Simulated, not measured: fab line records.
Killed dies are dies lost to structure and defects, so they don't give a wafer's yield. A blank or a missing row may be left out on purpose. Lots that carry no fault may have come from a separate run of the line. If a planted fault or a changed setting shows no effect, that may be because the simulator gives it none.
Chamber matching ; flow nand_harc ; NHARC_A_CHANNEL_FILL_D1_STRIP_28 on rie_diel-11: 4 sister chambers
The step strips in O2, time 20 s. 14 wafers are shown with their chamber, then 7 later ones without.

WAFERS PAIRED WITH THEIR CHAMBERS
wafer;chamber;oes_product_au (a.u.);rf_vpp_V (V);throttle_valve_pct (%)
L078.1;3;0.995;59.3;17.030
L078.4;0;0.992;58.1;17.031
L078.5;1;1.028;59.5;17.046
L081.2;3;1.002;57.8;17.054
L081.5;0;1.002;57.4;17.045
L081.6;3;1.000;59.1;17.041
L083.1;3;1.005;57.3;17.025
L083.3;2;0.994;58.2;17.034
L083.5;3;1.010;57.5;17.037
L088.1;2;0.997;56.7;17.038
L088.4;3;1.001;58.6;17.037
L088.5;0;0.985;57.5;17.050
L086.1;2;0.985;58.4;17.027
L086.5;1;1.022;58.7;17.038

SIGNATURES, as means of the wafers listed above
reading;chamber 0;chamber 1;chamber 2;chamber 3;scatter within a chamber
oes_product_au;0.99300;1.02500;0.99200;1.00217;0.00607
rf_vpp_V;57.667;59.100;57.767;58.267;0.771
throttle_valve_pct;17.04200;17.04200;17.03300;17.03733;0.00886
Rule: a wafer's distance from a chamber is the root of the sum, over the readings, of the square of ((its reading less the chamber's mean) divided by the reading's scatter). If the next closest chamber is less than 2 further off than the closest, the wafer can't be placed; otherwise it belongs to the closest. The scatter is the square root of a quotient: the sum, over the shown wafers, of each reading's squared deviation from its chamber's mean, divided by wafers minus chambers.

WAFERS WITHOUT THEIR CHAMBER
wafer;oes_product_au (a.u.);rf_vpp_V (V);throttle_valve_pct (%)
L086.6;0.999;57.2;17.041
L091.1;0.990;56.2;17.032
L091.3;0.999;57.6;17.036
L091.6;1.002;58.9;17.023
L093.3;1.014;57.8;17.042
L093.4;1.032;57.7;17.038
L093.6;0.999;57.7;17.041

WHICH CHAMBER EACH WENT THROUGH
wafer;from the rows above;in truth
L086.6;can't be placed: 0 or 3 or 2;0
L091.1;can't be placed: 2 or 0 or 3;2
L091.3;can't be placed: 3 or 0 or 2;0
L091.6;can't be placed: 3 or 2 or 0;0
L093.3;can't be placed: 3 or 1 or 0 or 2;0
L093.4;1;1
L093.6;can't be placed: 3 or 0 or 2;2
Correct placement for 1 of the 7. These rows do not allow placing 6 (true chamber among the candidates in 6). 0 placed wrongly.
